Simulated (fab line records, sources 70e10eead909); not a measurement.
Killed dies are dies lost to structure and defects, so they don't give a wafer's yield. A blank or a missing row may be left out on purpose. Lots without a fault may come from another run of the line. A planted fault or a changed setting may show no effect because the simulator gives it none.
Chamber matching | flow nand_harc | NHARC_A_M1_DESCUM_14 on rie_diel-13: 4 sister chambers
The step chemistry O2, time 3 s. 14 wafers are shown with their chamber, then 7 later ones without.

WAFERS WITH THEIR CHAMBER
wafer  | chamber | showerhead_plenum_p_Torr (Torr) | drypump_motor_current_A (A) | oes_product_au (a.u.)
L075.1 | 0       | 2.01                            | 6.3                         | 0.996
L075.2 | 2       | 2.04                            | 5.0                         | 1.008
L075.3 | 3       | 1.77                            | 5.7                         | 1.017
L075.4 | 1       | 1.94                            | 5.0                         | 1.023
L075.5 | 0       | 2.01                            | 6.3                         | 0.998
L075.6 | 3       | 1.77                            | 5.7                         | 1.024
L074.1 | 1       | 1.94                            | 4.9                         | 1.024
L074.2 | 0       | 2.01                            | 6.3                         | 0.996
L074.6 | 3       | 1.77                            | 5.7                         | 1.023
L078.3 | 2       | 2.04                            | 4.9                         | 1.006
L078.5 | 2       | 2.03                            | 4.9                         | 1.002
L078.6 | 1       | 1.94                            | 4.9                         | 1.011
L090.2 | 2       | 2.03                            | 5.0                         | 1.010
L090.4 | 1       | 1.94                            | 4.9                         | 1.028

SIGNATURES (means of the wafers above)
reading                  | chamber 0 | chamber 1 | chamber 2 | chamber 3 | scatter within a chamber
showerhead_plenum_p_Torr | 2.0100    | 1.9400    | 2.0350    | 1.7700    | 0.00316
drypump_motor_current_A  | 6.300     | 4.925     | 4.950     | 5.700     | 0.0418
oes_product_au           | 0.99667   | 1.02150   | 1.00650   | 1.02133   | 0.00477
Rule: a wafer's distance from a chamber is the root of the sum, over the readings, of the square of ((its reading less the chamber's mean) divided by the reading's scatter). The wafer belongs to the nearest chamber; if the next one is less than 2 further off, it can't be placed. The scatter: the root of (the sum of the squares of (reading less its chamber's mean) over the shown wafers, divided by (wafers less chambers)).

WAFERS WITHOUT THEIR CHAMBER
wafer  | showerhead_plenum_p_Torr (Torr) | drypump_motor_current_A (A) | oes_product_au (a.u.)
L090.5 | 1.77                            | 5.7                         | 1.010
L097.3 | 2.01                            | 6.3                         | 0.999
L097.4 | 2.03                            | 4.9                         | 1.006
L097.6 | 2.01                            | 6.3                         | 0.996
L096.2 | 1.77                            | 5.7                         | 1.008
L096.4 | 2.01                            | 6.3                         | 0.993
L096.5 | 2.03                            | 5.0                         | 0.997

WHICH CHAMBER EACH WENT THROUGH
wafer  | from the rows above | in truth
L090.5 | 3                   | 3
L097.3 | 0                   | 0
L097.4 | 2                   | 2
L097.6 | 0                   | 0
L096.2 | 3                   | 3
L096.4 | 0                   | 0
L096.5 | 2                   | 2
Placed correctly: 7 of 7. Can't be placed from these rows: 0. Placed wrongly: 0.
